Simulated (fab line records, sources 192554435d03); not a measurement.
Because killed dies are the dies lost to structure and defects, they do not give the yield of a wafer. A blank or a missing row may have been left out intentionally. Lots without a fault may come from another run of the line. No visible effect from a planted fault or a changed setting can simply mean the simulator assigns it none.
Matching of chambers :: flow n5Finfet :: 4 sister chambers for N5_FIN_SAQP_ETCH_51 on rieDiel-04
The step etches SiARC in CF4, target depth 45.5 nm, time 75.8 s. 8 wafers are shown with their chamber, then 12 later ones without.

WAFERS WITH THEIR CHAMBER
wafer: L079.4
chamber: 2
showerheadPlenumPTorr (Torr): 2.23
drypumpMotorCurrentA (A): 5.5

wafer: L081.1
chamber: 2
showerheadPlenumPTorr (Torr): 2.23
drypumpMotorCurrentA (A): 5.5

wafer: L084.3
chamber: 0
showerheadPlenumPTorr (Torr): 2.19
drypumpMotorCurrentA (A): 6.2

wafer: L087.4
chamber: 0
showerheadPlenumPTorr (Torr): 2.18
drypumpMotorCurrentA (A): 6.2

wafer: L087.5
chamber: 1
showerheadPlenumPTorr (Torr): 2.14
drypumpMotorCurrentA (A): 5.5

wafer: L089.2
chamber: 3
showerheadPlenumPTorr (Torr): 2.08
drypumpMotorCurrentA (A): 6.2

wafer: L089.4
chamber: 1
showerheadPlenumPTorr (Torr): 2.14
drypumpMotorCurrentA (A): 5.4

wafer: L089.6
chamber: 3
showerheadPlenumPTorr (Torr): 2.08
drypumpMotorCurrentA (A): 6.1

WAFERS WITH NO CHAMBER GIVEN
wafer: L090.3
showerheadPlenumPTorr (Torr): 2.18
drypumpMotorCurrentA (A): 6.2

wafer: L090.5
showerheadPlenumPTorr (Torr): 2.14
drypumpMotorCurrentA (A): 5.4

wafer: L090.6
showerheadPlenumPTorr (Torr): 2.18
drypumpMotorCurrentA (A): 6.2

wafer: L091.1
showerheadPlenumPTorr (Torr): 2.08
drypumpMotorCurrentA (A): 6.1

wafer: L091.2
showerheadPlenumPTorr (Torr): 2.14
drypumpMotorCurrentA (A): 5.4

wafer: L091.6
showerheadPlenumPTorr (Torr): 2.18
drypumpMotorCurrentA (A): 6.2

wafer: L095.1
showerheadPlenumPTorr (Torr): 2.22
drypumpMotorCurrentA (A): 5.5

wafer: L095.4
showerheadPlenumPTorr (Torr): 2.08
drypumpMotorCurrentA (A): 6.2

wafer: L095.5
showerheadPlenumPTorr (Torr): 2.22
drypumpMotorCurrentA (A): 5.5

wafer: L097.1
showerheadPlenumPTorr (Torr): 2.18
drypumpMotorCurrentA (A): 6.2

wafer: L097.2
showerheadPlenumPTorr (Torr): 2.13
drypumpMotorCurrentA (A): 5.4

wafer: L097.6
showerheadPlenumPTorr (Torr): 2.18
drypumpMotorCurrentA (A): 6.2

THE CHAMBER EACH PASSED THROUGH
wafer: L090.3
from the rows above: 0
in truth: 0

wafer: L090.5
from the rows above: 1
in truth: 1

wafer: L090.6
from the rows above: 0
in truth: 0

wafer: L091.1
from the rows above: 3
in truth: 3

wafer: L091.2
from the rows above: 1
in truth: 1

wafer: L091.6
from the rows above: 0
in truth: 0

wafer: L095.1
from the rows above: 2
in truth: 2

wafer: L095.4
from the rows above: 3
in truth: 3

wafer: L095.5
from the rows above: 2
in truth: 2

wafer: L097.1
from the rows above: 0
in truth: 0

wafer: L097.2
from the rows above: 1
in truth: 1

wafer: L097.6
from the rows above: 0
in truth: 0
Correct placement for 12 of the 12. Can't be placed from these rows: 0. Wrongly placed: 0.
How it was worked out, from the rows above alone: a wafer's distance from a chamber is the root of the sum, over the readings, of the square of ((its reading less the chamber's mean) divided by the reading's scatter). If the next closest chamber is less than 2 further off than the closest, the wafer can't be placed; otherwise it belongs to the closest. Each chamber's mean is taken over the wafers shown for it. The scatter: take each reading less its chamber's mean, square it, sum over the shown wafers, divide by the number of wafers less the number of chambers, and take the root.
